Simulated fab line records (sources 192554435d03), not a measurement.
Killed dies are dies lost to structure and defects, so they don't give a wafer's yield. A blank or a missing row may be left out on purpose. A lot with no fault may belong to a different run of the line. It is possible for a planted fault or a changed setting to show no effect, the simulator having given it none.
Matching of chambers / flow n5_finfet / rie_diel-03 running N5_HKMG_FIN_STRIP_34: 4 sister chambers
The step strips in CF4. 4 wafers are shown with their chamber, then 9 later ones without.

WAFERS PAIRED WITH THEIR CHAMBERS
wafer=L080.2; chamber=0; drypump_motor_current_A (A)=6.1
wafer=L080.6; chamber=3; drypump_motor_current_A (A)=6.3
wafer=L084.1; chamber=1; drypump_motor_current_A (A)=5.5
wafer=L084.6; chamber=2; drypump_motor_current_A (A)=5.3

WAFERS WITH NO CHAMBER GIVEN
wafer=L085.1; drypump_motor_current_A (A)=5.5
wafer=L085.2; drypump_motor_current_A (A)=5.3
wafer=L085.6; drypump_motor_current_A (A)=5.4
wafer=L087.1; drypump_motor_current_A (A)=6.3
wafer=L087.3; drypump_motor_current_A (A)=5.4
wafer=L087.5; drypump_motor_current_A (A)=5.5
wafer=L094.2; drypump_motor_current_A (A)=5.4
wafer=L094.5; drypump_motor_current_A (A)=5.4
wafer=L094.6; drypump_motor_current_A (A)=5.4

WHICH CHAMBER EACH WENT THROUGH
wafer=L085.1; from the rows above=1; in truth=1
wafer=L085.2; from the rows above=2; in truth=2
wafer=L085.6; from the rows above=can't be placed: 1 or 2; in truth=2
wafer=L087.1; from the rows above=3; in truth=3
wafer=L087.3; from the rows above=can't be placed: 1 or 2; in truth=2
wafer=L087.5; from the rows above=1; in truth=1
wafer=L094.2; from the rows above=can't be placed: 1 or 2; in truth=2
wafer=L094.5; from the rows above=can't be placed: 1 or 2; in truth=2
wafer=L094.6; from the rows above=can't be placed: 1 or 2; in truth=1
Placed correctly: 4 of 9. These rows do not allow placing 5 (true chamber among the candidates in 5). 0 placed wrongly.
How it was worked out, from the rows above alone: a wafer's distance from a chamber is the root of the sum, over the readings, of the square of ((its reading less the chamber's mean) divided by the reading's scatter). If the next closest chamber is less than 2 further off than the closest, the wafer can't be placed; otherwise it belongs to the closest. The mean given for a chamber averages the wafers shown for that chamber. The scatter (one wafer shown for each chamber): square how far every hidden wafer sits from the nearest shown wafer, average those squares and take the square root.
